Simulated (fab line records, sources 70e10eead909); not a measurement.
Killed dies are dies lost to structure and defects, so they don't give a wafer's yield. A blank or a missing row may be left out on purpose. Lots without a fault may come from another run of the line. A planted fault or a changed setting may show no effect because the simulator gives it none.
Which tool did it? | flow nand_harc | 13 lots, 39 wafers sampled, at 5 steps of a route of 1302

WHAT THE GAUGES READ, wafer by wafer
NHARC_P_STI_INSPECT_25. Usual: raw_defect_count 202, standard deviation 68.
lot  | measured     | on                | raw_defect_count | flag
L681 | day 3 22:18  | defect_inspect-01 | 192 205 169      |
L682 | day 4 13:23  | defect_inspect-02 | 205 135 157      |
L683 | day 4 19:28  | defect_inspect-01 | 190 231 221      |
L684 | day 5 11:10  | defect_inspect-01 | 219 168 203      |
L685 | day 5 14:20  | defect_inspect-01 | 331 109 143      |
L686 | day 6 01:20  | defect_inspect-01 | 229 227 145      |
L687 | day 6 12:47  | defect_inspect-01 | 107 169 155      |
L688 | day 6 21:52  | defect_inspect-01 | 327 179 393      |
L689 | day 7 12:25  | defect_inspect-01 | 114 325 152      |
L691 | day 8 04:25  | defect_inspect-01 | 322 262 334      |
L695 | day 9 23:08  | defect_inspect-02 | 206 146 212      |
L703 | day 13 05:18 | defect_inspect-01 | 304 228 284      |
L704 | day 13 13:22 | defect_inspect-01 | 195 347 194      |

NHARC_P_GATE_OVL_MEAS_27. Usual: overlay_x_nm 0.3 nm, standard deviation 1.2; overlay_y_nm 0.0 nm, standard deviation 0.85.
lot  | measured     | on         | overlay_x_nm (nm) | overlay_y_nm (nm) | flag
L681 | day 5 00:48  | overlay-02 | -0.8 -0.6 -1.2    | -1.1 -0.9 -0.8    |
L682 | day 5 13:43  | overlay-02 | -0.1 -0.2 0.1     | 0.2 0.8 0.8       |
L683 | day 5 21:59  | overlay-01 | 0.9 0.8 0.8       | 0.7 0.4 0.2       |
L684 | day 6 09:49  | overlay-01 | 1.2 1.8 1.2       | -1.4 -1.1 -0.7    |
L685 | day 6 10:34  | overlay-01 | 0.6 0.8 0.7       | -0.3 -0.3 -0.5    |
L686 | day 6 23:23  | overlay-02 | 0.5 0.2 0.1       | 0.3 0.5 0.4       |
L687 | day 7 16:37  | overlay-02 | -2.0 -2.1 -2.1    | -0.1 -0.4 -0.2    |
L688 | day 7 22:26  | overlay-02 | 0.7 0.5 0.2       | 0.0 0.7 0.2       |
L689 | day 8 11:28  | overlay-01 | -2.9 -2.7 -3.2    | -0.4 -0.1 -0.8    |
L691 | day 9 07:56  | overlay-02 | 0.5 0.7 0.4       | 0.1 0.1 -0.1      |
L695 | day 10 21:53 | overlay-02 | 1.2 1.3 1.7       | -0.5 -0.6 -0.1    |
L703 | day 14 04:16 | overlay-02 | -1.5 -1.2 -1.4    | 1.8 1.7 1.3       |
L704 | day 14 16:46 | overlay-01 | 0.8 1.1 1.4       | 1.2 1.5 0.8       |

NHARC_P_GATE_CD_MEAS_46: target cd 720 nm. Usual: cd_nm 719.2 nm, standard deviation 1.8.
lot  | measured     | on        | cd_nm (nm)        | flag
L681 | day 5 13:15  | cd_sem-02 | 720.0 720.1 718.8 |
L682 | day 6 01:40  | cd_sem-01 | 718.6 717.5 721.8 |
L683 | day 6 10:02  | cd_sem-02 | 720.1 717.7 719.3 |
L684 | day 6 21:47  | cd_sem-02 | 721.7 719.3 718.9 |
L685 | day 6 22:28  | cd_sem-02 | 722.1 720.3 718.2 |
L686 | day 7 13:15  | cd_sem-01 | 722.3 719.9 719.2 |
L687 | day 8 04:20  | cd_sem-02 | 718.5 721.0 718.2 |
L688 | day 8 10:19  | cd_sem-01 | 719.0 716.5 717.8 |
L689 | day 8 23:13  | cd_sem-03 | 716.8 718.9 717.6 |
L691 | day 9 19:47  | cd_sem-03 | 719.0 720.7 720.1 |
L695 | day 11 09:55 | cd_sem-02 | - - -             | OFF
L703 | day 14 16:04 | cd_sem-03 | 717.6 719.5 721.3 |
L704 | day 15 04:47 | cd_sem-03 | 720.6 719.5 721.6 |

WHICH TOOL RAN EACH LOT (tool, then ch and the chambers of the sampled wafers, then the start)
lot  | NHARC_P_GATE_STRIP_101             | NHARC_P_GATE_EXPOSE_43
L681 | rie_diel-10 ch 1,2, day 5 12:19    | krf_scanner-03 ch 0, day 5 13:06
L682 | rie_diel-09 ch 1,3, day 6 00:44    | krf_scanner-02 ch 0, day 6 01:31
L683 | rie_diel-10 ch 0,1,2, day 6 09:08  | krf_scanner-01 ch 0, day 6 09:53
L684 | rie_diel-10 ch 0,1,3, day 6 20:51  | krf_scanner-02 ch 0, day 6 21:37
L685 | rie_diel-09 ch 2,3, day 6 21:33    | krf_scanner-03 ch 0, day 6 22:19
L686 | rie_diel-01 ch 2,3, day 7 12:26    | krf_scanner-03 ch 0, day 7 13:06
L687 | rie_diel-01 ch 1,3, day 8 03:32    | krf_scanner-03 ch 0, day 8 04:11
L688 | rie_diel-09 ch 0,2,3, day 8 09:31  | krf_scanner-03 ch 0, day 8 10:10
L689 | rie_diel-01 ch 0,2,3, day 8 22:17  | krf_scanner-02 ch 0, day 8 23:03
L691 | rie_diel-09 ch 0,1,2, day 9 18:59  | krf_scanner-03 ch 0, day 9 19:38
L695 | rie_diel-01 ch 2,3, day 11 08:58   | krf_scanner-01 ch 0, day 11 09:46
L703 | rie_diel-01 ch 0,1,3, day 14 15:08 | krf_scanner-02 ch 0, day 14 15:55
L704 | rie_diel-10 ch 0,1, day 15 03:59   | krf_scanner-02 ch 0, day 15 04:37
- NHARC_P_GATE_STRIP_101: strips in O2, time 20 s.
- NHARC_P_GATE_EXPOSE_43: exposes mask P NSD, target cd 720 nm.

WHAT THE TOOLS THEMSELVES READ (means of the sampled wafers that have a number; where no wafer has one, the mark that the record gives instead)
NHARC_P_GATE_STRIP_101. Usual: drypump_motor_current_A 5.8 A, standard deviation 0.38; mfc_ar_sccm 0.006 sccm, standard deviation 0.0085; oes_product_au 1.002 a.u., standard deviation 0.011; rf_vpp_V 57.8 V, standard deviation 0.94; showerhead_plenum_p_Torr 3.56 Torr, standard deviation 0.14; throttle_valve_pct 17.036 %, standard deviation 0.0093.
lot  | tool        | drypump_motor_current_A (A) | mfc_ar_sccm (sccm) | oes_product_au (a.u.) | rf_vpp_V (V) | showerhead_plenum_p_Torr (Torr) | throttle_valve_pct (%) | flag
L681 | rie_diel-10 | 5.4                         | 0.000              | 0.995                 | 57.7         | 3.57                            | 17.037                 |
L682 | rie_diel-09 | 5.7                         | 0.005              | 1.002                 | 57.5         | 3.54                            | 17.040                 |
L683 | rie_diel-10 | 5.7                         | 0.000              | 1.000                 | 57.3         | 3.64                            | 17.044                 |
L684 | rie_diel-10 | 5.7                         | 0.000              | 1.007                 | 58.1         | 3.59                            | 17.036                 |
L685 | rie_diel-09 | 6.1                         | 0.009              | 1.006                 | 57.4         | 3.42                            | 17.045                 |
L686 | rie_diel-01 | 6.1                         | 0.016              | 0.992                 | 57.2         | 3.68                            | 17.032                 |
L687 | rie_diel-01 | 5.9                         | 0.000              | 0.999                 | 58.4         | 3.55                            | 17.035                 |
L688 | rie_diel-09 | 5.9                         | 0.005              | 0.984                 | 57.4         | 3.56                            | 17.029                 |
L689 | rie_diel-01 | 5.8                         | 0.012              | 0.992                 | 57.6         | 3.59                            | 17.039                 |
L691 | rie_diel-09 | 6.0                         | 0.009              | 0.995                 | 58.7         | 3.54                            | 17.040                 |
L695 | rie_diel-01 | 6.1                         | 0.016              | 0.999                 | 57.9         | 3.67                            | 17.041                 |
L703 | rie_diel-01 | 5.6                         | 0.004              | 1.010                 | 58.1         | 3.49                            | 17.030                 |
L704 | rie_diel-10 | 5.8                         | 0.000              | 1.015                 | 59.4         | 3.71                            | 17.034                 |

THE ANSWER, worked out from the rows above alone
Rule: a lot is off if the mean of its wafers that have a number lies more than 3 standard deviations from the usual mean. A lot without any number at a reading at which 4 lots or more have one is off too. The other lots that the step has rows for count as sound. The gauges are gone through in route order, then the tools' own readings, and for those a lot's mean is taken as printed above. The first step at which some lot is off is used, and at that step the reading that is off furthest; a lot without a number counts as furthest.
Off: L695, at NHARC_P_GATE_CD_MEAS_46 (cd_nm). Without a number there: L695.
A tool fits if, at a process step before that reading, it ran every lot that is off, and no sound lot after the first of them. The gauges at NHARC_P_GATE_CD_MEAS_46 are tried like those tools. Can't be told from this: 2 tools fit, krf_scanner-01 at NHARC_P_GATE_EXPOSE_43, cd_sem-02 at NHARC_P_GATE_CD_MEAS_46.

WHAT THE SIMULATOR HAD PUT IN
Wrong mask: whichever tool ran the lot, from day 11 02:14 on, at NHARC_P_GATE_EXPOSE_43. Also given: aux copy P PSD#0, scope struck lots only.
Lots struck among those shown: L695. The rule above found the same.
